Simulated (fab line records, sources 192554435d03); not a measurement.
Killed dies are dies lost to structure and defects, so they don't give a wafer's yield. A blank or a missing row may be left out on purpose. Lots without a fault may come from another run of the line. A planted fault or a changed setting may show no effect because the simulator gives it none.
One fault seen from 2 desks | flow n5_finfet | each desk has only its own numbers; what lay behind them comes last

THE TOOL OWNER'S DESK: pecvd-02
The tool's own readings at N5_BEOL_M9_ILD_DEP_00 (deposits SiCOH lowk from DEMS/porogen, target thk 308.51 nm, time 58 s): means of the sampled wafers that have a number, for each lot that ran on this tool. A lot is out of limits, marked OUT, if its mean lies more than 4 standard deviations from the usual mean; the brackets give that distance.
Columns: A = heater_power_w at N5_BEOL_M9_ILD_DEP_00, usual 293 W; B = run_length_s at N5_BEOL_M9_ILD_DEP_00, usual 100.9 s; C = showerhead_plenum_p_Torr at N5_BEOL_M9_ILD_DEP_00, usual 5.739 Torr; D = showerhead_vpp_V at N5_BEOL_M9_ILD_DEP_00, usual 1439 V; E = throttle_valve_pct at N5_BEOL_M9_ILD_DEP_00, usual 13.5 %
lot  | first seen here | A   | B                | C     | D    | E
L815 | day 11 15:17    | 254 | 106.6 (+10) OUT  | 5.729 | 1454 | 14.4
L814 | day 11 17:19    | 277 | 103.6 (+5.0) OUT | 5.731 | 1399 | 13.6
L831 | day 16 07:37    | 277 | 101.0            | 5.741 | 1402 | 13.5
L828 | day 16 09:43    | 281 | 101.0            | 5.735 | 1393 | 13.5
L829 | day 16 10:10    | 292 | 100.9            | 5.735 | 1433 | 14.0
This desk's finding: out of limits on L814, L815; first on L815, day 11 15:17 (run_length_s at N5_BEOL_M9_ILD_DEP_00). In limits: L831, L828, L829.

THE METROLOGY DESK
What the gauges read, lot by lot, whatever tool the lot ran on: means of the sampled wafers that have a number. A lot is out of limits, marked OUT, if its mean lies more than 4 standard deviations from the usual mean; the brackets give that distance.
Columns: A = M8_RS at N5_BEOL_M8_RS_MEAS_57, usual 0.289 ohm/sq; B = M9_ILD_THK at N5_BEOL_M9_THK_MEAS_01, usual 267 nm
lot  | first seen here | A     | B
L808 | day 9 16:47     | 0.287 | 263
L811 | day 10 14:03    | 0.290 | 270
L815 | day 11 15:14    | 0.287 | 290 (+5.9) OUT
L814 | day 11 17:16    | 0.281 | 278
L822 | day 14 02:45    | 0.283 | 270
L830 | day 15 23:19    | 0.278 | 267
L826 | day 16 02:17    | 0.290 | 269
L831 | day 16 07:33    | 0.288 | 264
L828 | day 16 09:39    | 0.287 | 270
L829 | day 16 10:07    | 0.283 | 265
This desk's finding: out of limits on L815; first on L815, day 11 16:22 (M9_ILD_THK at N5_BEOL_M9_THK_MEAS_01). In limits: L808, L811, L814, L822, L830, L826, L831, L828, L829.

PUT TOGETHER
The tool owner's desk could have raised an alarm at day 11 15:17, on L814, L815.
The metrology desk could have raised an alarm at day 11 16:22, on L815.
The metrology desk has L814 on record, within its limits.
Of the lots named, all ran N5_BEOL_M9_ILD_DEP_00 on pecvd-02.

WHAT THE SIMULATOR HAD PUT IN
Process parameter drift: pecvd-02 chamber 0, from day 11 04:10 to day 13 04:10, at N5_BEOL_M9_ILD_DEP_00. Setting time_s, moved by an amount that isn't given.
Lots struck among those shown: L814, L815.
Hours from the fault's start to each desk's first reading out of limits: the tool owner's desk, 11; the metrology desk, 12.
